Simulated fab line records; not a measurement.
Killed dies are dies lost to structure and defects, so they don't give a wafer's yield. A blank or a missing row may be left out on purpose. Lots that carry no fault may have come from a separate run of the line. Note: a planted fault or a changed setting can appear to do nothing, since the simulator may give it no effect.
Chamber matching || flow nand_harc || 4 sister chambers for NHARC_A_STAIRCASE_CMP_152 on cmp-01
The step polishes. 8 wafers are shown with their chamber, then 8 later ones without.

## WAFERS, EACH WITH ITS CHAMBER
{"wafer": "L077.2", "chamber": 1, "motor_current_A (A)": 13.8}
{"wafer": "L078.1", "chamber": 1, "motor_current_A (A)": 15.1}
{"wafer": "L078.3", "chamber": 3, "motor_current_A (A)": 11.9}
{"wafer": "L082.5", "chamber": 3, "motor_current_A (A)": 12.0}
{"wafer": "L091.1", "chamber": 2, "motor_current_A (A)": 12.6}
{"wafer": "L091.3", "chamber": 0, "motor_current_A (A)": 12.6}
{"wafer": "L091.5", "chamber": 2, "motor_current_A (A)": 11.9}
{"wafer": "L092.2", "chamber": 0, "motor_current_A (A)": 13.5}

## WAFERS WITH NO CHAMBER GIVEN
{"wafer": "L092.5", "motor_current_A (A)": 13.4}
{"wafer": "L092.6", "motor_current_A (A)": 11.6}
{"wafer": "L094.3", "motor_current_A (A)": 13.4}
{"wafer": "L094.4", "motor_current_A (A)": 11.4}
{"wafer": "L094.6", "motor_current_A (A)": 12.4}
{"wafer": "L097.1", "motor_current_A (A)": 14.3}
{"wafer": "L097.4", "motor_current_A (A)": 11.7}
{"wafer": "L097.5", "motor_current_A (A)": 13.2}

## WHICH CHAMBER EACH ONE RAN IN
{"wafer": "L092.5", "from the rows above": "can't be placed: 0 or 1 or 2 or 3", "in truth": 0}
{"wafer": "L092.6", "from the rows above": "can't be placed: 3 or 2 or 0", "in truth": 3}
{"wafer": "L094.3", "from the rows above": "can't be placed: 0 or 1 or 2 or 3", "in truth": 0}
{"wafer": "L094.4", "from the rows above": "can't be placed: 3 or 2 or 0", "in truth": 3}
{"wafer": "L094.6", "from the rows above": "can't be placed: 2 or 3 or 0", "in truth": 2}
{"wafer": "L097.1", "from the rows above": "can't be placed: 1 or 0", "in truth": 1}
{"wafer": "L097.4", "from the rows above": "can't be placed: 3 or 2 or 0", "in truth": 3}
{"wafer": "L097.5", "from the rows above": "can't be placed: 0 or 2 or 1 or 3", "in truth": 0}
Correct placement for 0 of the 8. Unplaceable from these rows: 8, with the true chamber sitting among the candidates in 8. Placed wrongly: 0.
How it was worked out, from the rows above alone: a wafer's distance from a chamber is the root of the sum, over the readings, of the square of ((its reading less the chamber's mean) divided by the reading's scatter). If the next closest chamber is less than 2 further off than the closest, the wafer can't be placed; otherwise it belongs to the closest. A chamber's mean is the mean of its shown wafers. How the scatter is found: for the shown wafers, subtract from each reading the mean of its chamber, square and add these, divide the total by (wafers less chambers), then take the root.
